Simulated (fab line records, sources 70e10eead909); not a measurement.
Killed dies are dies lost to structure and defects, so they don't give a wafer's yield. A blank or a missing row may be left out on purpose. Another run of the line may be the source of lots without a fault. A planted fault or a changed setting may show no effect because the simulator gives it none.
Which tool is to blame?    flow nand-harc    Sampling: 20 lots, 60 wafers, 6 of 1302 route steps

WHAT EACH GAUGE READ, for each wafer
Not one reading of a measure or inspect step in the record can be checked against a usual standard deviation.

EACH LOT AND THE TOOL THAT RAN IT (in order: tool; ch and the chambers of the sampled wafers; start)
lot   NHARC_A_STAIRCASE_TRIM_12           NHARC_A_STAIRCASE_ETCH_13       NHARC_A_STAIRCASE_ETCH_15       NHARC_A_STAIRCASE_TRIM_24       NHARC_A_STAIRCASE_TRIM_26       NHARC_A_STAIRCASE_ETCH_197
L074  rie-diel-05 ch 1,2, day 15 12:46    rie-diel-05 ch 0,1,3, no start  rie-diel-05 ch 0,2,3, no start  rie-diel-08 ch 0,1,3, no start  rie-diel-08 ch 0,2, no start    rie-diel-13 ch 1,2,3, no start
L076  rie-diel-13 ch 2,3, day 16 22:44    rie-diel-13 ch 1,2,3, no start  rie-diel-13 ch 0,1,2, no start  rie-diel-13 ch 0,1,2, no start  rie-diel-13 ch 1,2,3, no start  rie-diel-08 ch 1,3, no start
L078  rie-diel-05 ch 1,3, day 17 10:58    rie-diel-05 ch 0,2, no start    rie-diel-05 ch 0,1,2, no start  rie-diel-08 ch 0,2, no start    rie-diel-08 ch 2,3, no start    rie-diel-13 ch 1,2, no start
L079  rie-diel-13 ch 1,2,3, day 18 08:02  rie-diel-13 ch 1,2,3, no start  rie-diel-13 ch 1,2,3, no start  rie-diel-08 ch 1,2,3, no start  rie-diel-08 ch 0,1,2, no start  rie-diel-05 ch 0,1,2, no start
L080  rie-diel-05 ch 1,2, day 18 13:49    rie-diel-05 ch 0,2,3, no start  rie-diel-05 ch 0,3, no start    rie-diel-05 ch 0,2,3, no start  rie-diel-05 ch 2,3, no start    rie-diel-13 ch 2,3, no start
L081  rie-diel-08 ch 1,2,3, day 19 02:40  rie-diel-08 ch 0,3, no start    rie-diel-08 ch 2,3, no start    rie-diel-08 ch 2,3, no start    rie-diel-08 ch 0,1,2, no start  rie-diel-08 ch 1,2,3, no start
L082  rie-diel-08 ch 1,2, day 19 11:46    rie-diel-08 ch 0,3, no start    rie-diel-08 ch 1,2, no start    rie-diel-13 ch 1,2, no start    rie-diel-13 ch 1,2, no start    rie-diel-08 ch 0,2, no start
L084  rie-diel-08 ch 0,2,3, day 20 03:37  rie-diel-08 ch 0,1,2, no start  rie-diel-08 ch 1,2,3, no start  rie-diel-05 ch 2,3, no start    rie-diel-05 ch 1,3, no start    rie-diel-05 ch 0,3, no start
L085  rie-diel-05 ch 1,3, day 20 13:39    rie-diel-05 ch 0,1,2, no start  rie-diel-05 ch 2,3, no start    rie-diel-08 ch 0,2, no start    rie-diel-08 ch 0,2,3, no start  rie-diel-05 ch 1,3, no start
L086  rie-diel-08 ch 0,1,3, day 20 17:44  rie-diel-08 ch 0,2, no start    rie-diel-08 ch 0,1, no start    rie-diel-08 ch 1,2, no start    rie-diel-08 ch 1,2, no start    rie-diel-05 ch 0,1,3, no start
L087  rie-diel-13 ch 0,1, day 21 16:31    rie-diel-13 ch 2,3, no start    rie-diel-13 ch 0,2,3, no start  rie-diel-08 ch 0,2, no start    rie-diel-08 ch 2,3, no start    rie-diel-08 ch 0,1,2, no start
L088  rie-diel-13 ch 0,1,3, day 21 16:53  rie-diel-13 ch 0,3, no start    rie-diel-13 ch 0,1,3, no start  rie-diel-05 ch 0,1,2, no start  rie-diel-05 ch 0,3, no start    rie-diel-13 ch 0,1,3, no start
L090  rie-diel-08 ch 0,2,3, day 22 07:05  rie-diel-08 ch 1,2,3, no start  rie-diel-08 ch 1,2,3, no start  rie-diel-13 ch 0,1,2, no start  rie-diel-13 ch 0,1,3, no start  rie-diel-08 ch 1,2, no start
L089  rie-diel-13 ch 0,2,3, day 22 11:04  rie-diel-13 ch 0,2,3, no start  rie-diel-13 ch 0,2,3, no start  rie-diel-13 ch 0,2,3, no start  rie-diel-13 ch 0,1,3, no start  rie-diel-13 ch 1,2,3, no start
L091  rie-diel-08 ch 1,2,3, day 22 23:24  rie-diel-08 ch 0,1,2, no start  rie-diel-08 ch 0,1,2, no start  rie-diel-08 ch 1,2,3, no start  rie-diel-08 ch 1,2,3, no start  rie-diel-08 ch 0,1,3, no start
L092  rie-diel-08 ch 0,1,3, day 23 02:59  rie-diel-08 ch 0,1,3, no start  rie-diel-08 ch 0,1,3, no start  rie-diel-05 ch 1,2,3, no start  rie-diel-05 ch 0,2,3, no start  rie-diel-13 ch 0,3, no start
L094  rie-diel-05 ch 1,2,3, day 24 05:50  rie-diel-05 ch 0,2,3, no start  rie-diel-05 ch 2,3, no start    rie-diel-13 ch 1,2, no start    rie-diel-13 ch 0,3, no start    rie-diel-08 ch 0,1,2, no start
L095  rie-diel-13 ch 0,1,2, day 24 16:20  rie-diel-13 ch 0,1, no start    rie-diel-13 ch 0,1,2, no start  rie-diel-13 ch 0,1, no start    rie-diel-13 ch 0,3, no start    rie-diel-05 ch 0,2,3, no start
L097  rie-diel-05 ch 0,2,3, day 24 19:56  rie-diel-05 ch 0,1,3, no start  rie-diel-05 ch 0,1, no start    rie-diel-08 ch 1,2, no start    rie-diel-08 ch 0,2,3, no start  rie-diel-08 ch 0,2,3, no start
L096  rie-diel-08 ch 2,3, day 24 20:07    rie-diel-08 ch 0,1,3, no start  rie-diel-08 ch 1,2, no start    rie-diel-08 ch 1,3, no start    rie-diel-08 ch 1,2, no start    rie-diel-05 ch 2,3, no start
- NHARC_A_STAIRCASE_TRIM_12: chemistry O2, time 211.2 s.
- NHARC_A_STAIRCASE_ETCH_13: etches the open film in C4F8/O2, target depth 100 nm, time 40.5 s.
- NHARC_A_STAIRCASE_ETCH_15: etches the open film in C4F8/O2, target depth 100 nm, time 40.5 s.
- NHARC_A_STAIRCASE_TRIM_24: chemistry O2, time 211.2 s.
- NHARC_A_STAIRCASE_TRIM_26: chemistry O2, time 211.2 s.
- NHARC_A_STAIRCASE_ETCH_197: etches the open film in C4F8/O2, target depth 100 nm, time 40.5 s.

AS READ BY THE TOOLS THEMSELVES (means over the sampled wafers that have a number; for cases with no such wafer, the mark the record gives instead)
NHARC_A_STAIRCASE_TRIM_12. Usual: chamber-pressure-mTorr 60.00 mTorr, standard deviation 0.057; drypump-motor-current-A 5.6 A, standard deviation 0.52; oes-product-au 0.999 a.u., standard deviation 0.008; rf-vpp-V 57.7 V, standard deviation 0.86; showerhead-plenum-p-Torr 3.50 Torr, standard deviation 0.13; throttle-valve-pct 17.036 %, standard deviation 0.0092.
lot   tool         chamber-pressure-mTorr (mTorr)  drypump-motor-current-A (A)  oes-product-au (a.u.)  rf-vpp-V (V)  showerhead-plenum-p-Torr (Torr)  throttle-valve-pct (%)  flag
L074  rie-diel-05  60.01                           5.3                          1.016                  58.3          3.42                             17.027                  
L076  rie-diel-13  60.01                           5.2                          0.999                  57.6          3.42                             17.037                  
L078  rie-diel-05  60.04                           5.3                          1.008                  57.4          3.47                             17.039                  
L079  rie-diel-13  60.01                           5.2                          0.993                  57.6          3.53                             17.042                  
L080  rie-diel-05  60.01                           5.2                          0.997                  58.1          3.42                             17.026                  
L081  rie-diel-08  60.05                           6.2                          1.003                  58.2          3.57                             17.035                  
L082  rie-diel-08  60.01                           6.2                          0.999                  57.7          3.49                             17.038                  
L084  rie-diel-08  59.99                           5.8                          0.998                  58.7          3.65                             17.046                  
L085  rie-diel-05  60.06                           5.3                          0.996                  57.6          3.46                             17.040                  
L086  rie-diel-08  59.97                           6.1                          1.002                  57.2          3.49                             17.041                  
L087  rie-diel-13  59.95                           6.0                          0.995                  57.5          3.51                             17.037                  
L088  rie-diel-13  60.00                           5.6                          0.991                  57.9          3.50                             17.042                  
L090  rie-diel-08  60.03                           5.8                          1.001                  57.9          3.64                             17.035                  
L089  rie-diel-13  60.03                           5.6                          0.994                  57.4          3.41                             17.035                  
L091  rie-diel-08  60.06                           6.2                          1.000                  57.9          3.55                             17.037                  
L092  rie-diel-08  59.94                           6.1                          1.007                  57.8          3.48                             17.043                  
L094  rie-diel-05  60.01                           5.2                          1.003                  57.3          3.42                             17.025                  
L095  rie-diel-13  60.03                           5.6                          0.992                  57.7          3.51                             17.035                  
L097  rie-diel-05  59.99                           5.2                          1.002                  57.6          3.44                             17.024                  
L096  rie-diel-08  60.03                           5.9                          0.999                  57.5          3.70                             17.030                  

NHARC_A_STAIRCASE_ETCH_13. Usual: bias-w 1000.3 W, standard deviation 2.8; chamber-pressure-mTorr 25.002 mTorr, standard deviation 0.023; oes-product-au 0.943 a.u., standard deviation 0.011; rf-vpp-V 895 V, standard deviation 5.1.
lot   tool         bias-w (W)  chamber-pressure-mTorr (mTorr)  oes-product-au (a.u.)  rf-vpp-V (V)  flag
L074  rie-diel-05  999.7       25.009                          0.940                  894           
L076  rie-diel-13  1002.7      25.000                          0.939                  896           
L078  rie-diel-05  1000.2      24.992                          0.950                  894           
L079  rie-diel-13  1000.6      25.025                          0.923                  896           
L080  rie-diel-05  999.8       25.013                          0.946                  893           
L081  rie-diel-08  999.1       24.993                          0.925                  897           
L082  rie-diel-08  998.9       25.009                          0.962                  898           
L084  rie-diel-08  1002.3      25.007                          0.935                  898           
L085  rie-diel-05  1000.8      25.012                          0.944                  892           
L086  rie-diel-08  1003.4      24.982                          0.932                  901           
L087  rie-diel-13  998.9       25.004                          0.940                  892           
L088  rie-diel-13  995.8       24.999                          0.936                  891           
L090  rie-diel-08  1004.0      25.002                          0.951                  897           
L089  rie-diel-13  1002.8      24.980                          0.947                  891           
L091  rie-diel-08  998.4       24.988                          0.932                  897           
L092  rie-diel-08  998.3       24.983                          0.940                  894           
L094  rie-diel-05  1003.3      24.988                          0.951                  893           
L095  rie-diel-13  999.4       24.977                          0.931                  898           
L097  rie-diel-05  1000.6      25.010                          0.952                  892           
L096  rie-diel-08  1002.1      25.012                          0.948                  894           

NHARC_A_STAIRCASE_ETCH_15. Usual: bias-w 999.6 W, standard deviation 2.9; chamber-pressure-mTorr 25.003 mTorr, standard deviation 0.02; oes-product-au 0.943 a.u., standard deviation 0.0095; rf-vpp-V 895 V, standard deviation 5.2.
lot   tool         bias-w (W)  chamber-pressure-mTorr (mTorr)  oes-product-au (a.u.)  rf-vpp-V (V)  flag
L074  rie-diel-05  1000.3      25.004                          0.949                  894           
L076  rie-diel-13  1001.0      24.996                          0.944                  896           
L078  rie-diel-05  1001.4      25.012                          0.957                  892           
L079  rie-diel-13  1000.2      24.982                          0.934                  896           
L080  rie-diel-05  998.1       25.003                          0.948                  895           
L081  rie-diel-08  999.4       24.996                          0.935                  903           
L082  rie-diel-08  998.1       25.013                          0.944                  900           
L084  rie-diel-08  998.7       25.023                          0.947                  898           
L085  rie-diel-05  1003.0      24.993                          0.947                  893           
L086  rie-diel-08  1001.7      25.007                          0.936                  892           
L087  rie-diel-13  995.2       25.032                          0.933                  891           
L088  rie-diel-13  998.0       24.986                          0.928                  895           
L090  rie-diel-08  999.9       24.994                          0.951                  897           
L089  rie-diel-13  999.6       25.020                          0.939                  892           
L091  rie-diel-08  1001.3      25.012                          0.939                  897           
L092  rie-diel-08  999.3       24.985                          0.946                  895           
L094  rie-diel-05  998.7       24.997                          0.946                  894           
L095  rie-diel-13  999.8       24.997                          0.945                  894           
L097  rie-diel-05  999.7       25.002                          0.956                  893           
L096  rie-diel-08  1003.5      24.995                          0.942                  894           

NHARC_A_STAIRCASE_TRIM_24. Usual: chamber-pressure-mTorr 60.00 mTorr, standard deviation 0.055; drypump-motor-current-A 5.7 A, standard deviation 0.54; oes-product-au 0.999 a.u., standard deviation 0.008; rf-vpp-V 57.7 V, standard deviation 0.87; showerhead-plenum-p-Torr 3.52 Torr, standard deviation 0.15; throttle-valve-pct 17.037 %, standard deviation 0.0087.
lot   tool         chamber-pressure-mTorr (mTorr)  drypump-motor-current-A (A)  oes-product-au (a.u.)  rf-vpp-V (V)  showerhead-plenum-p-Torr (Torr)  throttle-valve-pct (%)  flag
L074  rie-diel-08  60.01                           6.1                          1.003                  57.3          3.51                             17.044                  
L076  rie-diel-13  59.99                           5.6                          0.994                  58.5          3.54                             17.030                  
L078  rie-diel-08  59.97                           5.5                          0.995                  58.1          3.73                             17.039                  
L079  rie-diel-08  60.05                           6.2                          0.993                  57.5          3.57                             17.036                  
L080  rie-diel-05  59.99                           5.3                          0.994                  57.9          3.47                             17.033                  
L081  rie-diel-08  60.05                           5.9                          0.996                  57.8          3.73                             17.043                  
L082  rie-diel-13  60.03                           5.2                          0.996                  57.5          3.54                             17.027                  
L084  rie-diel-05  59.91                           5.1                          1.009                  57.5          3.45                             17.037                  
L085  rie-diel-08  59.97                           5.4                          1.000                  58.0          3.64                             17.042                  
L086  rie-diel-08  60.01                           5.9                          0.993                  57.3          3.63                             17.043                  
L087  rie-diel-08  59.97                           5.4                          1.001                  57.2          3.64                             17.033                  
L088  rie-diel-05  60.02                           5.3                          0.999                  57.2          3.42                             17.046                  
L090  rie-diel-13  59.98                           5.6                          0.995                  57.5          3.52                             17.035                  
L089  rie-diel-13  60.00                           5.6                          0.993                  57.2          3.41                             17.034                  
L091  rie-diel-08  60.00                           6.2                          0.999                  57.9          3.55                             17.031                  
L092  rie-diel-05  59.95                           5.3                          1.004                  57.8          3.42                             17.038                  
L094  rie-diel-13  60.00                           5.3                          0.993                  58.7          3.52                             17.040                  
L095  rie-diel-13  60.03                           6.0                          0.995                  58.3          3.50                             17.033                  
L097  rie-diel-08  59.93                           5.9                          1.010                  57.5          3.62                             17.039                  
L096  rie-diel-08  60.06                           6.5                          0.999                  57.7          3.48                             17.037                  

NHARC_A_STAIRCASE_TRIM_26. Usual: chamber-pressure-mTorr 60.00 mTorr, standard deviation 0.056; drypump-motor-current-A 5.7 A, standard deviation 0.55; oes-product-au 0.999 a.u., standard deviation 0.0073; rf-vpp-V 57.7 V, standard deviation 0.95; showerhead-plenum-p-Torr 3.51 Torr, standard deviation 0.14; throttle-valve-pct 17.036 %, standard deviation 0.0091.
lot   tool         chamber-pressure-mTorr (mTorr)  drypump-motor-current-A (A)  oes-product-au (a.u.)  rf-vpp-V (V)  showerhead-plenum-p-Torr (Torr)  throttle-valve-pct (%)  flag
L074  rie-diel-08  59.97                           5.4                          0.994                  57.7          3.48                             17.033                  
L076  rie-diel-13  60.01                           5.2                          0.994                  57.7          3.53                             17.041                  
L078  rie-diel-08  59.98                           5.9                          1.001                  58.6          3.73                             17.032                  
L079  rie-diel-08  60.01                           5.8                          1.002                  58.0          3.57                             17.032                  
L080  rie-diel-05  60.00                           5.2                          1.000                  58.3          3.48                             17.035                  
L081  rie-diel-08  59.93                           5.8                          1.004                  57.2          3.57                             17.040                  
L082  rie-diel-13  59.99                           5.3                          1.003                  58.6          3.64                             17.038                  
L084  rie-diel-05  60.01                           5.3                          1.006                  56.9          3.46                             17.040                  
L085  rie-diel-08  60.02                           5.8                          1.006                  58.3          3.65                             17.036                  
L086  rie-diel-08  60.03                           6.3                          0.994                  59.0          3.48                             17.039                  
L087  rie-diel-08  59.99                           6.2                          1.004                  58.1          3.64                             17.031                  
L088  rie-diel-05  59.98                           5.3                          1.007                  57.3          3.48                             17.030                  
L090  rie-diel-13  60.02                           5.6                          0.999                  57.9          3.50                             17.037                  
L089  rie-diel-13  60.01                           5.6                          0.997                  57.8          3.50                             17.044                  
L091  rie-diel-08  59.97                           6.2                          1.003                  57.1          3.55                             17.040                  
L092  rie-diel-05  59.93                           5.2                          1.002                  58.9          3.45                             17.033                  
L094  rie-diel-13  60.01                           5.6                          0.986                  56.3          3.38                             17.033                  
L095  rie-diel-13  60.04                           6.0                          0.993                  57.3          3.39                             17.038                  
L097  rie-diel-08  60.03                           5.8                          1.001                  57.7          3.63                             17.037                  
L096  rie-diel-08  60.01                           6.3                          0.994                  57.9          3.46                             17.036                  

NHARC_A_STAIRCASE_ETCH_197. Usual: bias-w 1000.4 W, standard deviation 2.9; chamber-pressure-mTorr 24.998 mTorr, standard deviation 0.023; oes-product-au 0.953 a.u., standard deviation 0.018; rf-vpp-V 895 V, standard deviation 5.3.
lot   tool         bias-w (W)  chamber-pressure-mTorr (mTorr)  oes-product-au (a.u.)  rf-vpp-V (V)  flag
L074  rie-diel-13  999.7       25.005                          0.936                  897           
L076  rie-diel-08  998.8       24.973                          0.966                  892           
L078  rie-diel-13  1000.8      24.985                          0.944                  897           
L079  rie-diel-05  999.8       25.001                          0.929                  893           
L080  rie-diel-13  1001.2      24.972                          0.948                  893           
L081  rie-diel-08  999.2       24.992                          0.949                  897           
L082  rie-diel-08  1002.4      25.000                          0.962                  903           
L084  rie-diel-05  1002.4      24.983                          0.928                  894           
L085  rie-diel-05  1001.3      24.987                          0.964                  893           
L086  rie-diel-05  1001.9      25.013                          0.968                  894           
L087  rie-diel-08  999.7       24.984                          0.975                  896           
L088  rie-diel-13  1001.3      25.000                          0.923                  894           
L090  rie-diel-08  1000.8      25.006                          0.965                  893           
L089  rie-diel-13  998.9       24.977                          0.960                  895           
L091  rie-diel-08  998.5       25.002                          0.948                  894           
L092  rie-diel-13  998.3       24.982                          0.960                  890           
L094  rie-diel-08  1001.2      24.986                          0.973                  897           
L095  rie-diel-05  1002.1      25.023                          0.975                  892           
L097  rie-diel-08  1002.0      24.994                          0.970                  900           
L096  rie-diel-05  998.6       24.986                          0.964                  891           

THE ANSWER, worked out from the rows above alone
Rule: take the mean of a lot's wafers that have a number; if it is more than 3 standard deviations from the usual mean, the lot is off. Also off: a lot with no number at a reading for which 4 or more lots have one. All remaining lots with rows at the step are treated as sound. The gauges are gone through in route order, then the tools' own readings, and for those a lot's mean is taken as printed above. The first step at which some lot is off is used, and at that step the reading that is off furthest; a lot without a number counts as furthest.
Across all readings shown, no lot is off: no conclusion can be drawn from this.

WHAT THE SIMULATOR HAD PUT IN
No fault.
